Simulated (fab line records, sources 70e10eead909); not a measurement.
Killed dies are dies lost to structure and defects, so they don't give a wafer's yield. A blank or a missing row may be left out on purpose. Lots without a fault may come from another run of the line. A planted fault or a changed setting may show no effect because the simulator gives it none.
Which tool did it? | flow nand_harc | 6 lots, 17 wafers sampled, at 1 step of a route of 1302

WHAT THE GAUGES READ, wafer by wafer
NHARC_A_SLIT_INSPECT_11.
lot  | measured     | on                | raw_defect_count
L310 | day 20 21:13 | defect_inspect-01 | 98 114 105
L309 | day 20 21:53 | defect_inspect-02 | 24 22 18
L312 | day 22 06:47 | defect_inspect-02 | 66 55 74
L320 | day 25 04:23 | defect_inspect-01 | 56 49
L323 | day 26 01:54 | defect_inspect-02 | 59 56 51
L327 | day 28 09:35 | defect_inspect-02 | 77 87 70

WHICH TOOL RAN EACH LOT (tool, then ch and the chambers of the sampled wafers, then the start)
The record holds no process step before these readings.

THE ANSWER, worked out from the rows above alone
Rule: what is usual is taken from the lots themselves. Put in order of their means at a reading, lots are off if they are a third of the lots or fewer, leave a main group of 4 or more, and stand apart from it by a gap of 3 or more times the standard deviation of the main group's means; of several such gaps the widest counts. A main group whose means are all the same, to the digits that the tables above print for the reading, isn't used. A lot without any number at a reading at which 4 lots or more have one is off too. The other lots that the step has rows for count as sound.
No lot is off at any reading shown: from this, nothing can be told.

WHAT THE SIMULATOR HAD PUT IN
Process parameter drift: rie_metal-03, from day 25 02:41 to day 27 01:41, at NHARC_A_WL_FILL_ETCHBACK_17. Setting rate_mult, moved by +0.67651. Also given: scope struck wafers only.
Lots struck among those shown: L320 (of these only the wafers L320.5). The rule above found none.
